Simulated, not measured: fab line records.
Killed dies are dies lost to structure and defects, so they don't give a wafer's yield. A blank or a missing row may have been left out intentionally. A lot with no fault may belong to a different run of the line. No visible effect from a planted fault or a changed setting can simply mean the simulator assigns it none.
Comparing a struck lot with a sound one    flow nand-harc    27 out of 1302 route steps
Sound: these wafers, L120.2, L120.3, L120.4. Struck: wafers L123.1, L123.4. (L123.5 of the same lot was not struck and is left out.) The cause comes at the end.
Per side, at each step with rows, come the tool, then ch with its chambers, and then its first start. Under that, the readings that differ: sound wafers    struck wafers    difference of the means    sigmas: that difference in standard deviations of wafers without a fault.
alike: words and numbers the same on both sides, and readings whose means are apart by under 2 such deviations; not compared: readings that were withheld, readings missing a value for some wafer, numbers with overlapping values and no deviation given by the record, and bounds like >300 which may hide the same value.
A row with sigmas, a row that says differs or no value, or rows on one side alone: a step with any of these is where the two part. Numbers that don't overlap but have no deviation are shown without sigmas and don't part them. A reading missing from all wafers of one side parts the sides only when that side holds two or more wafers.

first, 1 step without rows for these wafers: NHARC_A_M0_DEGAS_28 (time 60 s).
NHARC_A_M0_PRE_CLEAN_29: time 30 s.
  sound on pvd-sputter-03; struck on pvd-sputter-02
  alike: heater-power-w
NHARC_A_M0_PVD_20: deposits TaN, target thk 5 nm, time 8.06 s.
  sound on pvd-sputter-03; struck on pvd-sputter-02
  alike: bias-v, throttle-valve-pct
then, 2 steps without rows for these wafers: NHARC_A_M0_PVD_21 (deposits Cu, target thk 30 nm, time 20.49 s); NHARC_A_M0_ECD_22 (material Cu, target thk 400 nm).
NHARC_A_M0_ANNEAL_30: time 90 s.
  sound on rtp-anneal-02 ch 0, day 23 10:27; struck on rtp-anneal-02 ch 0, day 24 07:20
  alike: wafer_temp_C_max
NHARC_A_M0_CMP_23: polishes, t overpolish 20 s, target thk 113.75 nm.
  sound on cmp-03 ch 0,1,2, day 23 10:47; struck on cmp-02 ch 0,1, day 24 07:40
  alike: motor-current-A, time-to-endpoint-s
NHARC_A_M0_THK_MEAS_24: measures by xrf.
  sound on film-metro-02, day 23 11:04; struck on film-metro-01, day 24 07:59
  alike: thk-nm
then, 1 step without rows for these wafers: NHARC_A_M0_SRD_25.
NHARC_A_M0_INSPECT_27:
  sound on defect-inspect-01, day 23 11:13; struck on defect-inspect-02, day 24 08:08
  alike: raw-defect-count
NHARC_A_M0_PRE_CLEAN_31: time 12 s.
  sound on pecvd-01 ch 0,1, day 23 11:17; struck on pecvd-01 ch 1, day 24 08:13
  alike: heater-power-w
NHARC_A_M0_DEP_32: deposits SiCN, target thk 30 nm.
  sound on pecvd-01 ch 0,1, day 23 11:22; struck on pecvd-01 ch 1, day 24 08:17
  alike: heater-power-w
then, 10 steps without rows for these wafers: NHARC_A_M1_DEP_00 (deposits SiOC, target thk 182.5 nm); NHARC_A_M1_DEHYDRATE_01 (time 120 s); NHARC_A_M1_HMDS_02 (time 30 s); NHARC_A_M1_COAT_34 (time 65 s); NHARC_A_M1_COAT_03 (resist thk 90 nm); NHARC_A_M1_SOFTBAKE_04 (time 55 s); NHARC_A_M1_EBR_05; NHARC_A_M1_EXPOSE_06 (exposes mask A M1, target cd 120 nm); NHARC_A_M1_PEB_07 (peb time 65 s); NHARC_A_M1_DEVELOP_08 (develop time 35 s).
NHARC_A_M1_CD_MEAS_09: the cd target is 120 nm.
  sound on cd-sem-02 ch 0, day 23 12:29; struck on cd-sem-01 ch 0, day 24 09:31
  alike: cd-nm
NHARC_A_M1_OVL_MEAS_10: pitch 240 nm.
  sound on overlay-01, day 23 12:35; struck on overlay-01, day 24 09:37
  alike: overlay-x-nm, overlay-y-nm
NHARC_A_M1_INSPECT_11:
  sound on defect-inspect-02, day 23 12:37; struck on defect-inspect-01, day 24 09:39
reading           sound       struck   difference  sigmas
raw-defect-count  90 110 105  462 512  +385        +10
then, 1 step without rows for these wafers: NHARC_A_M1_DESCUM_14 (chemistry O2, time 3 s).
NHARC_END_SORT_01:
  here the record holds rows for the struck wafers (prober-02 ch 0, day 25 21:25) but none for the sound ones

== WHERE THEY PART ==
First at NHARC_A_M1_INSPECT_11; last, within this record, at NHARC_END_SORT_01.

WHY: the cause the simulator had injected
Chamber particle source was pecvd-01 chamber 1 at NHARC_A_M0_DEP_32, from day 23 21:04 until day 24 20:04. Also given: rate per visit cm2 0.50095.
